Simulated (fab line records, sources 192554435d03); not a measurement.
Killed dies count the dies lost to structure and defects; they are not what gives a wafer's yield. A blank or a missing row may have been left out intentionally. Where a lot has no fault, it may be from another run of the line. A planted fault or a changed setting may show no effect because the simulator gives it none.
fab line records ; flow n5Finfet
record lots=4; wafers=12; lastDay=17
route steps=1938 shown BEOL_M5@1185 BEOL_M6@1194 PASSIVATION@1936
lots with no fault: from the same line, run without faults
startH: hours from the record's opening day to when the first of the lot's shown wafers began ; waitH: how many hours have passed since the lot's step before this one ; " as in the row above ; L1.1+2: one row covering several wafers at once ; - no value, or no start was given ; * or withheld: withheld ; < > ~ a bound
route shown NAME@n: a module of which the file shows steps, and the number in the route of the first ; usual: mean/standard deviation taken from wafers without a fault ; same: alike in all rows ; chamber/n: place in a boat ; sites: per-site readings ; _std_site: standard deviation of those values ; _edge_site: outer sites' mean less inner sites' ; radiusMm: for every site, how far away it sits from the centre of the wafer ; mask NAME#n: copy n ; behind: the last tool/chamber to shape the wafer ; hold: what put the lot on hold/how long, in hours/how the hold closed ; device: names the non-switching transistor (n, p or np) ; end of line: at the end of the route, the tests of the same wafers ; for a step that has no rows: nothing shown but its recipe ; killed: the dies lost at the first sort to structure and to defects; this is not the yield of the wafer ; map: the dies of a wafer, with x for killed, . for not killed, _ for no die there
set.NAME: the setting as run; set.NAME@STEP: as run at that earlier step ; model.NAME: the simulator's own value behind a step, which no gauge read
certain route steps with their lots: each step a table, each wafer a row
services: when a tool's chamber went out of use (startH, in hours from the record's first day, below 0 if earlier), for how many hours, and the reason
## steps
# step N5_BEOL_M5_ANNEAL_51
# recipe tempC=225; timeS=90; ambient=N2
# step N5_BEOL_M5_CMP_52
# recipe stopOn=SiCOH_lowk; tOverpolishS=6.9; downForcePsi=1; platenRpm=50; clearingPlatenDownForcePsi=1.5; clearingPlatenRpm=50; postCmpClean=cuAlkaline; targetThkNm=62; clearingPlatenPadVelocityMS=0.99484; padVelocityMS=0.99484
# step N5_BEOL_M5_PRE_CLEAN_77
# recipe gas=NH3/H2; timeS=15; tempC=*; rfPowerW=300
# step N5_BEOL_M5_CO_CAP_78
# recipe material=Co; targetThkA=20; tempC=200; precursor=CCTBA/H2; pressureTorr=30; timeS=102.1
# step N5_BEOL_M5_PRE_CLEAN_55
# recipe gas=NH3; timeS=15; tempC=withheld; rfPowerW=300
# step N5_BEOL_M5_DEP_56
# recipe material=SiCN; targetThkA=80; tempC=withheld; precursor=3MS/NH3; pressureTorr=3; rfW=202; timeS=14
# step N5_BEOL_M6_ILD_DEP_00
# recipe material=SiCOH_lowk; targetThkA=1797.5; tempC=300; precursor=DEMS/porogen; pressureTorr=5; rfW=500; timeS=33.4
# step N5_BEOL_M6_CURE_74
# recipe tempC=385; timeS=240; ambient=He/Ar; material=SiCOH_lowk
# step N5_BEOL_M6_PECVD_70
# recipe material=SiO2; targetThkA=200; tempC=400; precursor=TEOS/O2; pressureTorr=5.5; rfW=450; teosFlowSccm=53.8; gas=O2; flowSccm=3000; timeS=22.7
# usual heaterPowerW=738/140; rfFwdPowerW=443.5/1.9; showerheadPlenumPTorr=8.80/0.05; throttleValvePct=22.4/0.79
lot.wafer;tool;chamber;startH;waitH;heaterPowerW;rfFwdPowerW;showerheadPlenumPTorr;throttleValvePct
L371.3;pecvd-01;0;180.67;0.0;579;443.3;8.88;21.9
L371.5;pecvd-01;2;180.67;0.0;565;440.9;8.75;21.6
L371.6;pecvd-01;1;180.67;0.0;764;444.2;8.76;23.5
L373.1;pecvd-01;0;203.88;0.0;533;442.1;8.87;21.8
L373.2;pecvd-01;2;203.88;0.0;631;439.7;8.74;21.5
L373.4;pecvd-01;2;203.88;0.0;625;439.8;8.78;21.6
L388.3;pecvd-02;0;301.90;0.0;952;441.0;8.75;23.3
L388.5;pecvd-02;1;301.90;0.0;962;442.8;8.78;21.4
L388.6;pecvd-02;0;301.90;0.0;973;441.5;8.78;23.0
L388.3;pecvd-02;0;302.13;0.2;992;443.9;8.75;23.0
L388.5;pecvd-02;1;302.13;0.2;962;442.7;8.78;21.1
L388.6;pecvd-02;0;302.13;0.2;996;442.6;8.77;22.9
L390.1;pecvd-02;0;308.62;0.0;928;444.6;8.76;23.4
L390.5;pecvd-02;1;308.62;0.0;936;444.1;8.79;21.1
L390.6;pecvd-02;0;308.62;0.0;932;443.3;8.78;23.2
L390.1;pecvd-02;0;308.86;0.2;948;444.7;8.76;23.2
L390.5;pecvd-02;1;308.86;0.2;966;443.3;8.80;21.0
L390.6;pecvd-02;0;308.86;0.2;952;443.5;8.77;23.2
# step N5_BEOL_M6_HM_DEP_02
# recipe material=TiN; targetThkA=200; tempC=25; chamberPressurePa=0.49996
# step N5_BEOL_M6_COAT_59
# recipe resist=SOC; tempC=250; timeS=60; spinRpm=1500; resistThkNm=100
# step N5_BEOL_M6_COAT_60
# recipe resist=SiARC; tempC=220; timeS=60; spinRpm=1500; resistThkNm=35
# step N5_BEOL_M6_COAT_05
# recipe resist=CAR-ArF; spinRpm=1500; resistThkNm=90
# step N5_BEOL_M6_EBR_07
# recipe solvent=PGMEA; ebrWidthMm=1.5
# step N5_BEOL_M6_SOFTBAKE_06
# recipe tempC=110; timeS=60; resist=CAR-ArF
# step N5_BEOL_M6_EXPOSE_08
# recipe maskId=M6; na=1.35; sourceShape=dipole; sigmaInner=0.817; sigmaOuter=0.97; polarization=te; doseMj=68.25
# step N5_BEOL_M6_PEB_09
# recipe pebTempC=withheld; pebTimeS=60; resist=CAR-ArF
# step N5_BEOL_M6_DEVELOP_10
# recipe developTimeS=30; developer=TMAH; resist=CAR-ArF; rinseLiquid=diw; dry=airSpin; devTempC=23
# step N5_BEOL_M6_DESCUM_16
# recipe chemistry=O2; timeS=7.9; sourcePowerW=50; biasPowerW=20; pressureMtorr=20; rfFrequencyHz=2.712e+07; tempC=40; resist=CAR-ArF; o2FlowSccm=225
# step N5_BEOL_M6_ETCH_61
# recipe chemistry=CF4; target=SiARC; targetDepthA=455; maskMaterial=CAR-ArF; timeS=75.8; ionEnergyEv=80; pressureMtorr=40; sourceW=545; biasW=36; Ar_flow_sccm=100; cf4FlowSccm=100; ends=cleared
# step N5_BEOL_M6_ETCH_62
# recipe chemistry=N2/H2; target=SOC; targetDepthA=1100; overetchA=220; maskMaterial=SiARC; tempC=40; timeS=165; ionEnergyEv=200; pressureMtorr=30; sourceW=840; biasW=150; n2FlowSccm=200; h2FlowSccm=200
# step N5_BEOL_M6_STRIP_68
# recipe chemistry=N2/H2; tempC=40; n2FlowSccm=200; h2FlowSccm=200; rfFrequencyHz=6e+07
# step N5_BEOL_M6_STRIP_67
# recipe chemistry=CF4; resist=SiARC; powerW=300; biasPowerW=75; pressureMtorr=50; cf4FlowSccm=150; rfFrequencyHz=6e+07
# step N5_BEOL_M6_HM_OPEN_17
# recipe chemistry=Cl2/BCl3; targetDepthA=200; overetchA=60; target=TiN; maskMaterial=SOC; ionEnergyEv=150; pressureMtorr=10; icpW=1000; biasW=126; Cl2_flow_sccm=53.25; bcl3FlowSccm=21.75; Ar_flow_sccm=25
# step N5_BEOL_M6_STRIP_19
# recipe chemistry=O2; powerW=400; tempC=40; pressureMtorr=30; rfFrequencyHz=6e+07; biasPowerW=0; overashFraction=0.2; o2FlowSccm=225
# step N5_BEOL_M6_COAT_63
# recipe resist=SOC; tempC=250; timeS=60; spinRpm=1500; resistThkNm=60
# step N5_BEOL_M6_COAT_64
# recipe resist=SiARC; tempC=220; timeS=60; spinRpm=1500; resistThkNm=12
# step N5_BEOL_M6_COAT_71
# recipe resist=underlayer; tempC=205; timeS=60; spinRpm=1500; resistThkNm=5
# step N5_BEOL_M6_COAT_22
# recipe resist=CAR-EUV; spinRpm=1500; resistThkNm=30
# step N5_BEOL_M6_EBR_24
# recipe solvent=PGMEA; ebrWidthMm=1.5
# step N5_BEOL_M6_SOFTBAKE_23
# recipe tempC=110; timeS=60; resist=CAR-EUV
# step N5_BEOL_M6_EXPOSE_25
# recipe maskId=V5; na=0.33; sourceShape=annular; sigmaInner=0.4; sigmaOuter=0.8; polarization=unpolarized; targetCdNm=40; doseMj=45
# step N5_BEOL_M6_PEB_26
# recipe pebTempC=100; pebTimeS=60; resist=CAR-EUV
# step N5_BEOL_M6_DEVELOP_27
# recipe developTimeS=30; developer=TMAH; resist=CAR-EUV; rinseLiquid=surfactantRinse; dry=airSpin; devTempC=23
# step N5_BEOL_M6_HM_STRIP_39
# recipe chemistry=peroxideTinStrip; material=TiN; targetDepthA=250; tempC=50; timeS=158
lot.wafer;tool;chamber;startH;waitH;model.SiO2_of_BEOL_M6_PECVD_70.thkNm
L371.3;wetBench-04;0;183.13;0.0;19.2
L371.5;wetBench-04;4;183.13;0.0;20.2
L371.6;wetBench-04;2;183.13;0.0;20
L373.1+2+4;wetBench-04;3,6,4;205.85;0.0;19.8
L388.3;wetBench-02;1;306.92;0.0;39
L388.5;wetBench-02;0;306.92;0.0;39.8
L388.6;wetBench-02;7;306.92;0.0;39.4
L390.1;wetBench-02;6;313.22;0.0;39
L390.5;wetBench-02;1;313.22;0.0;40.2
L390.6;wetBench-02;0;313.22;0.0;39.2
# step N5_BEOL_M6_CMP_52
# recipe stopOn=SiCOH_lowk; tOverpolishS=6.9; downForcePsi=1; platenRpm=50; clearingPlatenDownForcePsi=1.5; clearingPlatenRpm=50; postCmpClean=cuAlkaline; targetThkNm=80; clearingPlatenPadVelocityMS=0.99484; padVelocityMS=0.99484
# usual barrierFieldEndpointS=28.9/0.85; clearingPlatenRpm=50.002/0.028; headPressurePsi=1.0000/0.0021; motorCurrentA=5.8/0.51; overpolishRunS=6.900/0.0091; timeToEndpointS=63/3.5
lot.wafer;tool;chamber;startH;waitH;barrierFieldEndpointS;clearingPlatenRpm;headPressurePsi;motorCurrentA;overpolishRunS;timeToEndpointS
L371.3;cmp-04;2;189.27;0.2;28.2;49.982;1.0009;6.0;6.904;65
L371.5;cmp-04;0;189.27;0.2;29.0;49.966;1.0013;6.8;6.910;62
L371.6;cmp-04;1;189.27;0.2;30.1;50.009;1.0006;5.6;6.893;65
L373.2;cmp-02;3;210.95;0.2;29.3;50.040;1.0012;5.3;6.917;62
L373.1;cmp-02;0;210.95;0.2;28.5;49.990;1.0000;5.4;6.909;63
L373.4;cmp-02;1;210.95;0.2;29.1;49.974;1.0001;5.2;6.895;66
L388.3;cmp-02;2;309.15;0.2;46.7;50.018;1.0001;5.4;0.045;64
L388.6;cmp-02;1;309.15;0.2;46.8;50.010;0.9979;5.5;0.046;66
L388.5;cmp-02;2;309.15;0.2;46.8;50.026;0.9966;5.2;0.044;66
L390.1;cmp-04;2;315.91;0.3;46.7;50.013;0.9975;6.0;0.044;63
L390.5;cmp-04;1;315.91;0.3;46.7;49.998;0.9970;5.8;0.044;61
L390.6;cmp-04;2;315.91;0.3;46.7;50.023;1.0018;5.9;0.038;62
# step N5_PASSIVATION_PROBE_49
# usual defectLimitedYield=91.0/1.5; killed_at_M0_to_M3=34/9.1; killed_at_M4_up=14/5.7; killedAtContacts=13/5.7; killedAtFrontEnd=42/12; killedAtOther=4/3.4; killedDies=106/17; killedOpen=70/13; killedShort=34/7.5; sort_bin_5_function=5.2/0.94; sort_bin_6_memory=3.4/0.69; sort_bin_8_speed=0.00/0.029; sortNPass=1074/17; sortYieldPct=91.0/1.5
# same grossDies=1180; killedAtBackSide=0; sort_bin_4_leakage[%]=0
lot.wafer;tool;chamber;startH;waitH;defectLimitedYield[%];killed_at_M0_to_M3;killed_at_M4_up;killedAtContacts;killedAtFrontEnd;killedAtOther;killedDies;killedOpen;killedShort;sort_bin_5_function[%];sort_bin_6_memory[%];sort_bin_8_speed[%];sortNPass;sortYieldPct[%]
L371.3;prober-02;-;270.20;0.1;92.2;33;11;9;39;0;92;63;28;4.4;3.0;0;1088;92.2
L371.5;prober-02;-;270.30;0.2;91.3;39;12;17;33;2;103;63;40;4.9;3.2;0;1077;91.3
L371.6;prober-02;-;270.35;0.3;93.4;29;12;3;33;1;78;45;33;4.1;2.5;0;1102;93.4
L373.1;prober-02;-;294.96;0.0;90.6;39;12;8;50;2;111;60;51;5.3;3.6;0;1069;90.6
L373.2;prober-02;-;295.01;0.1;91.2;41;11;5;45;2;104;67;37;4.9;3.5;0;1076;91.2
L373.4;prober-02;-;295.11;0.2;89.6;38;19;16;45;5;123;75;48;6.9;3.3;0;1057;89.6
# killed by level:class
L371.3 FIN_SAQP:geometricParticle:open=13 BEOL_M0_SAQP:geometricParticle:open=9 FIN_SAQP:geometricParticle:short=8 BEOL_M1:geometricParticle:open=8 BEOL_M3:geometricParticle:open=8 MOL_CONTACT_COAG:geometricParticle:open=7 BEOL_M0_SAQP:geometricParticle:short=4 BEOL_M4:geometricParticle:short=4
L371.5 MOL_CONTACT_COAG:geometricParticle:open=15 BEOL_M0_SAQP:geometricParticle:short=13 BEOL_M0_SAQP:geometricParticle:open=10 FIN_SAQP:geometricParticle:short=7 STI_FIN_REVEAL:geometricParticle:open=5 BEOL_M1:geometricParticle:open=5 BEOL_M4:geometricParticle:open=4 STARTING-WAFER:geometricParticle:short=4
L371.6 FIN_SAQP:geometricParticle:short=14 BEOL_M1:geometricParticle:open=10 BEOL_M0_SAQP:geometricParticle:short=7 BEOL_M4:geometricParticle:open=6 STI_FIN_REVEAL:geometricParticle:open=4 DUMMY_GATE:geometricParticle:open=4 GATE_CUT:geometricParticle:short=4 BEOL_M2:geometricParticle:open=4
L373.1 BEOL_M0_SAQP:geometricParticle:short=13 FIN_SAQP:geometricParticle:short=11 BEOL_M0_SAQP:geometricParticle:open=10 BEOL_M4:geometricParticle:open=9 GATE_CUT:geometricParticle:short=8 FIN_SAQP:geometricParticle:open=6 GATE_CUT:geometricParticle:open=6 MOL_CONTACT_COAG:geometricParticle:open=6
L373.2 FIN_SAQP:geometricParticle:open=9 BEOL_M0_SAQP:geometricParticle:open=9 BEOL_M1:geometricParticle:open=9 FIN_SAQP:geometricParticle:short=8 BEOL_M3:geometricParticle:open=7 BEOL_M0_SAQP:geometricParticle:short=7 MOL_CONTACT_COAG:geometricParticle:open=5 BEOL_M4:geometricParticle:open=5
L373.4 BEOL_M0_SAQP:geometricParticle:open=13 MOL_CONTACT_COAG:geometricParticle:open=13 BEOL_M0_SAQP:geometricParticle:short=11 FIN_SAQP:geometricParticle:short=9 BEOL_M5:geometricParticle:open=8 FIN_SAQP:geometricParticle:open=7 GATE_CUT:geometricParticle:open=7 SPACER0:geometricParticle:open=5
## services
tool;chamber;startH;hours;kind
pecvd-02;-;172.67;1.9;repair
cmp-04;-;181.53;0.9;repair
cmp-02;-;185.54;19.4;pm
pecvd-02;0;186.88;2.1;scheduledDown
cmp-04;-;197.17;5.3;pm
pecvd-02;-;217.46;14.6;pm
cmp-04;-;219.11;0.3;repair
cmp-02;-;235.24;0.5;repair
cmp-04;-;241.20;14.3;repair
cmp-04;-;255.52;7.6;pm
pecvd-01;2;269.11;12.2;repair
cmp-02;-;282.73;4.0;pm
cmp-02;-;286.73;-;consumableReplace:conditioner
cmp-02;-;286.73;-;consumableReplace:pad
pecvd-01;2;300.55;5.5;scheduledDown
cmp-02;-;302.66;5.8;pm
## key
firstSign step=N5_BEOL_M6_PECVD_70; reading=visit; direction=added
effect step=N5_BEOL_M6_CMP_52; reading=overpolishRunS; direction=down; sigmas=99+; usual=6.900; struck=0.043
modelEffect step=N5_BEOL_M6_HM_STRIP_39; value=SiO2_of_BEOL_M6_PECVD_70.thkNm; without=19.77; struck=39.43
metAt N5_BEOL_M6_PECVD_70
struckWafers L388.3,L388.5,L388.6,L390.1,L390.5,L390.6
fault kind=repeatedStepWhole; tool=pecvd-01,pecvd-02,pecvd-04; chamber=-; onsetH=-; steps=N5_BEOL_M6_PECVD_70; times=1; scope=struckLotsOnly
